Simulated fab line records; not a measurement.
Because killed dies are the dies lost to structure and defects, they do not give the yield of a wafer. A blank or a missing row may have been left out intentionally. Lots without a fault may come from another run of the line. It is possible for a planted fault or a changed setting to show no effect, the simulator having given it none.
Matching of chambers | flow n5-finfet | N5_BEOL_M0_CUTY_ETCH_63 on rie-diel-01: 4 sister chambers
The step etches SOC in N2/H2, target depth 82.7 nm, overetch 16.5 nm, time 124 s. 8 wafers are shown with their chamber, then 7 later ones without.

== WAFERS PAIRED WITH THEIR CHAMBERS ==
wafer  | chamber | showerhead-plenum-p-Torr (Torr) | drypump-motor-current-A (A)
L080.3 | 0       | 2.41                            | 6.2
L083.4 | 2       | 2.64                            | 5.7
L083.6 | 3       | 2.54                            | 5.8
L085.1 | 2       | 2.64                            | 5.7
L085.2 | 3       | 2.53                            | 5.8
L085.3 | 0       | 2.41                            | 6.3
L089.1 | 1       | 2.63                            | 6.5
L089.5 | 1       | 2.63                            | 6.6

== WAFERS WITHOUT THEIR CHAMBER ==
wafer  | showerhead-plenum-p-Torr (Torr) | drypump-motor-current-A (A)
L089.6 | 2.64                            | 5.7
L093.1 | 2.72                            | 6.3
L093.3 | 2.53                            | 5.7
L093.4 | 2.63                            | 6.5
L095.2 | 2.72                            | 6.3
L095.5 | 2.53                            | 5.7
L095.6 | 2.72                            | 6.3

== WHICH CHAMBER EACH ONE RAN IN ==
wafer  | from the rows above     | in truth
L089.6 | 2                       | 2
L093.1 | can't be placed: 2 or 1 | 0
L093.3 | 3                       | 3
L093.4 | 1                       | 1
L095.2 | can't be placed: 2 or 1 | 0
L095.5 | 3                       | 3
L095.6 | can't be placed: 2 or 1 | 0
4 of 7 placed correctly. Cannot be placed on the basis of these rows: 3; the candidates contain the true chamber in 0. Wrongly placed: 0.
How it was worked out, from the rows above alone: a wafer's distance from a chamber is the root of the sum, over the readings, of the square of ((its reading less the chamber's mean) divided by the reading's scatter). If the next closest chamber is less than 2 further off than the closest, the wafer can't be placed; otherwise it belongs to the closest. Each chamber's mean is taken over the wafers shown for it. The scatter: take each reading less its chamber's mean, square it, sum over the shown wafers, divide by the number of wafers less the number of chambers, and take the root.
